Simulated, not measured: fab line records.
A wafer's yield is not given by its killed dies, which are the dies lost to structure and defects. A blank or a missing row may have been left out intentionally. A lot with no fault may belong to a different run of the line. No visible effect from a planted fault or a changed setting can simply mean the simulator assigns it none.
The tool behind it: which one?    flow n5 finfet    24 lots with 72 wafers sampled at 6 steps, on a route of 1938 steps

== WHAT THE GAUGES READ, wafer by wafer ==
N5_BEOL_M15_INSPECT_12: inspects for defects (macro). Usual: raw defect count at 1.9, with a standard deviation of 1.4.
lot   measured      on                 raw defect count  flag
L074  day 11 11:42  defect inspect-02  5 2 0             
L075  day 11 16:08  defect inspect-01  2 0 3             
L076  day 12 01:03  defect inspect-01  3 0 3             
L080  day 12 20:14  defect inspect-02  4 2 3             
L079  day 13 03:27  defect inspect-01  0 2 2             
L078  day 13 07:28  defect inspect-01  1 2 0             
L083  day 13 09:32  defect inspect-01  2 0 2             
L077  day 13 14:16  defect inspect-01  6 2 0             
L082  day 13 14:34  defect inspect-01  2 2 3             
L081  day 13 16:45  defect inspect-02  2 4 2             
L084  day 14 08:54  defect inspect-02  3 1 1             
L085  day 14 20:13  defect inspect-02  1 0 3             
L086  day 14 20:22  defect inspect-02  0 1 0             
L088  day 15 03:49  defect inspect-01  0 1 1             
L087  day 15 08:43  defect inspect-01  1 3 5             
L089  day 15 21:14  defect inspect-02  2 2 0             
L091  day 16 06:06  defect inspect-02  1 2 0             
L090  day 16 06:35  defect inspect-02  2 0 2             
L092  day 16 07:01  defect inspect-02  1 5 3             
L093  day 16 15:45  defect inspect-01  1 2 2             
L095  day 17 02:14  defect inspect-02  6 5 2             
L094  day 17 04:31  defect inspect-02  1 1 1             
L096  day 17 16:27  defect inspect-02  3 1 3             
L097  day 17 16:56  defect inspect-02  3 1 3             

N5_BEOL_M15_OVL_MEAS_29. Usual: M15_OVL -1 nm, standard deviation 5.5.
lot   measured      on          M15_OVL (nm)  flag
L074  day 11 13:55  overlay-02  0 11 -2       
L075  day 11 17:46  overlay-02  0 2 5         
L076  day 12 02:56  overlay-01  -2 -1 -6      
L080  day 12 21:44  overlay-01  -1 -3 -4      
L079  day 13 05:05  overlay-02  7 3 3         
L078  day 13 09:19  overlay-02  -1 -4 -8      
L083  day 13 10:58  overlay-01  -2 -7 1       
L077  day 13 16:05  overlay-02  1 0 -1        
L082  day 13 16:27  overlay-02  3 3 -1        
L081  day 13 18:26  overlay-01  7 7 3         
L084  day 14 10:28  overlay-02  -5 -10 -4     
L085  day 14 22:00  overlay-02  -5 0 -2       
L086  day 14 23:11  overlay-01  -3 -6 -7      
L088  day 15 06:07  overlay-01  -6 2 -6       
L087  day 15 10:21  overlay-01  8 7 8         
L089  day 15 22:40  overlay-02  -12 -11 -16   
L091  day 16 07:47  overlay-01  -3 -10 -1     
L090  day 16 08:13  overlay-02  -5 -1 -3      
L092  day 16 08:47  overlay-02  13 16 6       
L093  day 16 17:19  overlay-01  -2 3 -6       
L095  day 17 03:41  overlay-02  -4 3 4        
L094  day 17 06:44  overlay-01  -6 0 -3       
L096  day 17 18:01  overlay-02  1 -6 5        
L097  day 17 18:23  overlay-02  1 0 -3        

== EACH LOT AND THE TOOL THAT RAN IT (in order: tool; ch and the chambers of the sampled wafers; start) ==
lot   N5_BEOL_M14_ETCH_38                            N5_BEOL_M14_ANNEAL_48             N5_BEOL_M15_ILD_DEP_00           N5_BEOL_M15_ETCH_57
L074  rie diel-04 ch 0,1,3, day 11 10:16 or earlier  rtp anneal-02 ch 0, day 11 10:16  pecvd-01 ch 0,1,2, day 11 10:58  rie diel-06 ch 0,2,3, day 11 13:06
L075  rie diel-04 ch 2,3, day 11 14:40 or earlier    rtp anneal-02 ch 0, day 11 14:40  pecvd-01 ch 0,1, day 11 15:24    rie diel-06 ch 1,2,3, day 11 16:58
L076  rie diel-03 ch 2,3, day 11 23:27 or earlier    rtp anneal-02 ch 0, day 11 23:27  pecvd-04 ch 1,2, day 12 00:26    rie diel-01 ch 1,2, day 12 02:08
L080  rie diel-04 ch 0,1,2, day 12 18:49 or earlier  rtp anneal-02 ch 0, day 12 18:49  pecvd-04 ch 0,1,2, day 12 19:31  rie diel-05 ch 2,3, day 12 20:56
L079  rie diel-03 ch 0,3, day 13 02:02 or earlier    rtp anneal-01 ch 0, day 13 02:02  pecvd-04 ch 0,1,2, day 13 02:43  rie diel-06 ch 0,1,3, day 13 04:09
L078  rie diel-04 ch 0,1,3, day 13 05:58 or earlier  rtp anneal-01 ch 0, day 13 05:58  pecvd-01 ch 1,2, day 13 06:44    rie diel-01 ch 0,1,3, day 13 08:11
L083  rie diel-02 ch 0,1,3, day 13 08:09 or earlier  rtp anneal-02 ch 0, day 13 08:09  pecvd-01 ch 0,2, day 13 08:55    rie diel-06 ch 0,1, day 13 10:10
L077  rie diel-02 ch 1,2,3, day 13 12:43 or earlier  rtp anneal-02 ch 0, day 13 12:43  pecvd-04 ch 0,2, day 13 13:31    rie diel-06 ch 1,2, day 13 15:10
L082  rie diel-02 ch 1,2,3, day 13 13:13 or earlier  rtp anneal-02 ch 0, day 13 13:13  pecvd-01 ch 0,2, day 13 13:57    rie diel-05 ch 2,3, day 13 15:31
L081  rie diel-04 ch 0,1,2, day 13 15:14 or earlier  rtp anneal-02 ch 0, day 13 15:14  pecvd-01 ch 0,1,2, day 13 16:01  rie diel-06 ch 0,1, day 13 17:30
L084  rie diel-04 ch 0,1,3, day 14 07:29 or earlier  rtp anneal-01 ch 0, day 14 07:29  pecvd-01 ch 1,2, day 14 08:17    rie diel-06 ch 1,2,3, day 14 09:32
L085  rie diel-03 ch 0,2, day 14 18:38 or earlier    rtp anneal-02 ch 0, day 14 18:38  pecvd-01 ch 0,1,2, day 14 19:29  rie diel-05 ch 2,3, day 14 21:12
L086  rie diel-04 ch 0,2,3, day 14 18:48 or earlier  rtp anneal-01 ch 0, day 14 18:48  pecvd-02 ch 0,2, day 14 19:37    rie diel-05 ch 0,2,3, day 14 22:23
L088  rie diel-03 ch 1,2,3, day 15 02:10 or earlier  rtp anneal-01 ch 0, day 15 02:10  pecvd-04 ch 0,2, day 15 02:59    rie diel-05 ch 0,1,3, day 15 05:10
L087  rie diel-02 ch 0,2,3, day 15 07:12 or earlier  rtp anneal-01 ch 0, day 15 07:12  pecvd-01 ch 0,1, day 15 07:59    rie diel-06 ch 1,2,3, day 15 09:33
L089  rie diel-02 ch 0,1,3, day 15 19:43 or earlier  rtp anneal-01 ch 0, day 15 19:43  pecvd-04 ch 0,1, day 15 20:30    rie diel-01 ch 0,1,2, day 15 21:52
L091  rie diel-03 ch 2,3, day 16 04:45 or earlier    rtp anneal-01 ch 0, day 16 04:45  pecvd-02 ch 0,2, day 16 05:29    rie diel-05 ch 0,2,3, day 16 06:51
L090  rie diel-04 ch 2,3, day 16 05:04 or earlier    rtp anneal-01 ch 0, day 16 05:04  pecvd-02 ch 0,1, day 16 05:51    rie diel-06 ch 0,1,3, day 16 07:17
L092  rie diel-02 ch 1,3, day 16 05:40 or earlier    rtp anneal-02 ch 0, day 16 05:40  pecvd-02 ch 0,1,2, day 16 06:25  rie diel-01 ch 1,2, day 16 07:59
L093  rie diel-02 ch 0,1, day 16 14:22 or earlier    rtp anneal-02 ch 0, day 16 14:22  pecvd-02 ch 0,1,2, day 16 15:08  rie diel-01 ch 0,1, day 16 16:23
L095  rie diel-04 ch 0,1,3, day 17 00:49 or earlier  rtp anneal-01 ch 0, day 17 00:49  pecvd-01 ch 0,1,2, day 17 01:38  rie diel-06 ch 0,1,3, day 17 02:52
L094  rie diel-03 ch 1,3, day 17 03:10 or earlier    rtp anneal-01 ch 0, day 17 03:10  pecvd-02 ch 0,1, day 17 03:54    rie diel-05 ch 0,2, day 17 05:48
L096  rie diel-03 ch 0,1,2, day 17 14:56 or earlier  rtp anneal-01 ch 0, day 17 14:56  pecvd-02 ch 0,1, day 17 15:43    rie diel-06 ch 1,3, day 17 17:05
L097  rie diel-02 ch 1,3, day 17 15:23 or earlier    rtp anneal-01 ch 0, day 17 15:23  pecvd-04 ch 0,2, day 17 16:13    rie diel-06 ch 0,3, day 17 17:35
- N5_BEOL_M14_ETCH_38: etches SiCN in CF4/N2, target depth 106.5 nm, time 120.6 s.
- N5_BEOL_M14_ANNEAL_48: time 90 s.
- N5_BEOL_M15_ILD_DEP_00: deposits SiO2 from TEOS/O2, target thk 1629.3 nm, time 346.1 s.
- N5_BEOL_M15_ETCH_57: etches SOC in N2/H2, time 750 s.

== WHAT THE TOOLS THEMSELVES READ (means of the sampled wafers that have a number; where no wafer has one, the mark that the record gives instead) ==
N5_BEOL_M14_ETCH_38. Usual: cf4 flow sccm is 60.00 sccm with standard deviation 0.21, drypump motor current A is 5.8 A with standard deviation 0.49, oes product au is 0.84 a.u. with standard deviation 0.081, rf fwd power W is 428.3 W with standard deviation 1.4, rf vpp V is 383.2 V with standard deviation 1.9, showerhead plenum p Torr is 2.25 Torr with standard deviation 0.069, and throttle valve pct is 15.30 % with standard deviation 0.18.
lot   tool         cf4 flow sccm (sccm)  drypump motor current A (A)  oes product au (a.u.)  rf fwd power W (W)  rf vpp V (V)  showerhead plenum p Torr (Torr)  throttle valve pct (%)  flag
L074  rie diel-04  60.06                 6.5                          0.89                   428.1               383.2         2.25                             15.30                   
L075  rie diel-04  60.08                 6.1                          0.89                   429.0               383.9         2.28                             15.38                   
L076  rie diel-03  59.85                 5.6                          0.86                   428.8               384.1         2.29                             15.28                   
L080  rie diel-04  60.04                 6.2                          0.91                   428.5               383.8         2.28                             15.23                   
L079  rie diel-03  60.09                 5.7                          0.78                   427.9               383.0         2.23                             15.36                   
L078  rie diel-04  60.02                 6.5                          0.86                   428.9               384.0         2.24                             15.33                   
L083  rie diel-02  59.88                 5.7                          0.78                   429.9               380.9         2.18                             15.33                   
L077  rie diel-02  60.07                 5.7                          0.87                   429.8               383.2         2.24                             15.31                   
L082  rie diel-02  59.99                 5.7                          0.87                   428.7               383.2         2.23                             15.32                   
L081  rie diel-04  59.84                 6.2                          0.89                   427.0               384.2         2.28                             15.23                   
L084  rie diel-04  59.88                 6.5                          0.85                   427.3               383.5         2.24                             15.35                   
L085  rie diel-03  59.87                 5.5                          0.73                   427.2               381.7         2.19                             15.35                   
L086  rie diel-04  59.98                 6.2                          0.84                   427.7               384.2         2.30                             15.41                   
L088  rie diel-03  59.88                 5.5                          0.80                   427.5               384.0         2.25                             15.29                   
L087  rie diel-02  60.15                 5.4                          0.85                   428.8               384.1         2.26                             15.30                   
L089  rie diel-02  60.12                 5.7                          0.83                   428.2               382.8         2.26                             15.20                   
L091  rie diel-03  59.69                 5.5                          0.77                   427.1               382.1         2.23                             15.35                   
L090  rie diel-04  59.60                 5.9                          0.86                   428.0               384.8         2.30                             15.35                   
L092  rie diel-02  60.07                 5.8                          0.75                   428.5               382.0         2.20                             15.42                   
L093  rie diel-02  60.17                 5.9                          0.87                   429.4               384.5         2.28                             15.04                   
L095  rie diel-04  59.93                 6.5                          0.82                   428.6               383.1         2.23                             15.39                   
L094  rie diel-03  60.24                 5.4                          0.78                   428.5               382.6         2.24                             15.33                   
L096  rie diel-03  59.98                 5.5                          0.80                   427.5               382.4         2.19                             15.20                   
L097  rie diel-02  59.94                 6.0                          0.90                   429.5               382.8         2.22                             15.12                   

N5_BEOL_M14_ANNEAL_48. Usual: wafer_temp_C_max at 226.1, with a standard deviation of 0.41.
lot   tool           wafer_temp_C_max  flag
L074  rtp anneal-02  226.1             
L075  rtp anneal-02  226.2             
L076  rtp anneal-02  226.2             
L080  rtp anneal-02  226.5             
L079  rtp anneal-01  226.0             
L078  rtp anneal-01  225.8             
L083  rtp anneal-02  226.4             
L077  rtp anneal-02  226.6             
L082  rtp anneal-02  226.1             
L081  rtp anneal-02  226.2             
L084  rtp anneal-01  225.6             
L085  rtp anneal-02  226.7             
L086  rtp anneal-01  225.9             
L088  rtp anneal-01  225.7             
L087  rtp anneal-01  225.7             
L089  rtp anneal-01  225.8             
L091  rtp anneal-01  225.8             
L090  rtp anneal-01  226.1             
L092  rtp anneal-02  226.2             
L093  rtp anneal-02  226.1             
L095  rtp anneal-01  225.9             
L094  rtp anneal-01  225.7             
L096  rtp anneal-01  226.2             
L097  rtp anneal-01  225.8             

N5_BEOL_M15_ILD_DEP_00. Usual: heater power w 585 W, standard deviation 93; rf fwd power W 898.6 W, standard deviation 2.6; showerhead plenum p Torr 8.36 Torr, standard deviation 0.031; throttle valve pct 17.9 %, standard deviation 0.59.
lot   tool      heater power w (W)  rf fwd power W (W)  showerhead plenum p Torr (Torr)  throttle valve pct (%)  flag
L074  pecvd-01  591                 900.5               8.39                             17.6                    
L075  pecvd-01  637                 900.5               8.38                             18.3                    
L076  pecvd-04  545                 899.6               8.34                             17.5                    
L080  pecvd-04  534                 897.8               8.34                             17.8                    
L079  pecvd-04  622                 899.1               8.34                             17.6                    
L078  pecvd-01  578                 896.3               8.41                             17.4                    
L083  pecvd-01  592                 897.4               8.40                             17.7                    
L077  pecvd-04  577                 900.5               8.32                             17.2                    
L082  pecvd-01  557                 898.6               8.39                             17.7                    
L081  pecvd-01  589                 898.0               8.39                             17.9                    
L084  pecvd-01  573                 900.9               8.39                             17.3                    
L085  pecvd-01  557                 899.1               8.38                             18.0                    
L086  pecvd-02  543                 897.2               8.34                             18.3                    
L088  pecvd-04  654                 895.5               8.33                             17.7                    
L087  pecvd-01  540                 900.8               8.38                             18.3                    
L089  pecvd-04  510                 899.6               8.36                             18.1                    
L091  pecvd-02  597                 898.0               8.34                             18.3                    
L090  pecvd-02  566                 895.2               8.34                             17.8                    
L092  pecvd-02  529                 896.6               8.35                             18.3                    
L093  pecvd-02  554                 899.9               8.35                             18.3                    
L095  pecvd-01  620                 897.7               8.40                             17.9                    
L094  pecvd-02  508                 899.4               8.36                             17.9                    
L096  pecvd-02  534                 900.8               8.37                             17.8                    
L097  pecvd-04  700                 900.9               8.33                             17.6                    

N5_BEOL_M15_ETCH_57. Usual: drypump motor current A 5.8 A, standard deviation 0.46; oes product au 0.79 a.u., standard deviation 0.092; rf fwd power W 2997 W, standard deviation 8.4; rf vpp V 524.7 V, standard deviation 2.5; showerhead plenum p Torr 2.57 Torr, standard deviation 0.089; throttle valve pct 17.77 %, standard deviation 0.24.
lot   tool         drypump motor current A (A)  oes product au (a.u.)  rf fwd power W (W)  rf vpp V (V)  showerhead plenum p Torr (Torr)  throttle valve pct (%)  flag
L074  rie diel-06  5.8                          0.82                   2998                525.7         2.59                             17.80                   
L075  rie diel-06  6.2                          0.77                   2995                524.4         2.55                             17.80                   
L076  rie diel-01  6.3                          0.74                   2994                524.7         2.56                             17.44                   
L080  rie diel-05  5.7                          0.87                   3005                525.9         2.60                             17.71                   
L079  rie diel-06  5.7                          0.83                   3000                526.4         2.61                             17.84                   
L078  rie diel-01  5.9                          0.75                   3002                527.1         2.64                             17.67                   
L083  rie diel-06  5.5                          0.85                   2991                526.4         2.62                             17.79                   
L077  rie diel-06  6.0                          0.76                   3008                524.7         2.55                             17.75                   
L082  rie diel-05  5.7                          0.85                   2987                524.6         2.60                             17.72                   
L081  rie diel-06  5.6                          0.85                   3000                525.5         2.62                             17.78                   
L084  rie diel-06  6.2                          0.74                   2997                524.5         2.55                             17.83                   
L085  rie diel-05  5.7                          0.83                   2996                525.8         2.60                             17.75                   
L086  rie diel-05  5.6                          0.77                   2997                524.4         2.54                             17.92                   
L088  rie diel-05  5.8                          0.77                   2991                524.7         2.59                             17.76                   
L087  rie diel-06  6.1                          0.74                   2996                524.1         2.54                             17.82                   
L089  rie diel-01  6.1                          0.74                   3004                524.9         2.57                             17.65                   
L091  rie diel-05  5.6                          0.75                   2997                524.2         2.53                             17.94                   
L090  rie diel-06  5.7                          0.81                   3002                525.4         2.60                             17.88                   
L092  rie diel-01  6.4                          0.70                   2996                521.4         2.48                             17.60                   
L093  rie diel-01  5.8                          0.75                   2984                526.3         2.65                             17.74                   
L095  rie diel-06  5.7                          0.80                   2993                525.3         2.60                             17.89                   
L094  rie diel-05  5.6                          0.75                   2997                521.4         2.47                             17.97                   
L096  rie diel-06  6.0                          0.76                   3004                524.2         2.57                             17.89                   
L097  rie diel-06  5.4                          0.82                   2999                526.7         2.64                             17.89                   

== THE ANSWER, worked out from the rows above alone ==
Rule: a lot counts as off when the mean over its wafers that have a number is more than 3 standard deviations away from the usual mean. Also off: a lot with no number at a reading for which 4 or more lots have one. Any other lot the step has rows for is counted as sound. The gauges are gone through in route order, then the tools' own readings, and for those a lot's mean is taken as printed above. At the first step where some lot is off, the reading lying furthest off is the one used; lots without a number count as furthest.
No lot is off at any reading shown: from this, nothing can be told.

== WHAT THE SIMULATOR HAD INSERTED ==
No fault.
